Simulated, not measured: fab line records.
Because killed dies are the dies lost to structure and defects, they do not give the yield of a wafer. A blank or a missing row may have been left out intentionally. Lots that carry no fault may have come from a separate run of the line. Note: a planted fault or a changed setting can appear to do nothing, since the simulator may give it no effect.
Matching of chambers / flow nandHarc / 3 sister chambers for NHARC_A_CHANNEL_FILL_D1_ETCHBACK_20 on rieDiel-13
The step etches the open film in C4F8/O2/Ar, target depth 27 nm, time 13.5 s. 6 wafers are shown with their chamber, then 5 later ones without.

WAFERS WITH THEIR CHAMBER
wafer=L721.5; chamber=2; rfVppV (V)=970; chamberPressureMTorr (mTorr)=24.959
wafer=L730.3; chamber=1; rfVppV (V)=976; chamberPressureMTorr (mTorr)=24.977
wafer=L730.4; chamber=3; rfVppV (V)=977; chamberPressureMTorr (mTorr)=25.021
wafer=L730.5; chamber=1; rfVppV (V)=977; chamberPressureMTorr (mTorr)=24.990
wafer=L736.1; chamber=3; rfVppV (V)=976; chamberPressureMTorr (mTorr)=24.983
wafer=L736.2; chamber=2; rfVppV (V)=971; chamberPressureMTorr (mTorr)=25.002

WAFERS WHOSE CHAMBER IS MISSING
wafer=L736.3; rfVppV (V)=974; chamberPressureMTorr (mTorr)=25.018
wafer=L737.1; rfVppV (V)=977; chamberPressureMTorr (mTorr)=25.018
wafer=L737.4; rfVppV (V)=977; chamberPressureMTorr (mTorr)=25.020
wafer=L737.6; rfVppV (V)=976; chamberPressureMTorr (mTorr)=25.030
wafer=L738.6; rfVppV (V)=978; chamberPressureMTorr (mTorr)=25.002

EACH ONE'S CHAMBER
wafer=L736.3; from the rows above=can't be placed: 3 or 1 or 2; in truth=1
wafer=L737.1; from the rows above=can't be placed: 3 or 1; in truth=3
wafer=L737.4; from the rows above=can't be placed: 3 or 1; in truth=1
wafer=L737.6; from the rows above=can't be placed: 3 or 1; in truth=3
wafer=L738.6; from the rows above=can't be placed: 3 or 1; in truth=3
Placed correctly: 0 of 5. Unplaceable from these rows: 5, with the true chamber sitting among the candidates in 5. Number placed wrongly: 0.
How it was worked out, from the rows above alone: a wafer's distance from a chamber is the root of the sum, over the readings, of the square of ((its reading less the chamber's mean) divided by the reading's scatter). The wafer belongs to the nearest chamber; if the next one is less than 2 further off, it can't be placed. A chamber's mean is the mean of its shown wafers. How the scatter is found: for the shown wafers, subtract from each reading the mean of its chamber, square and add these, divide the total by (wafers less chambers), then take the root.
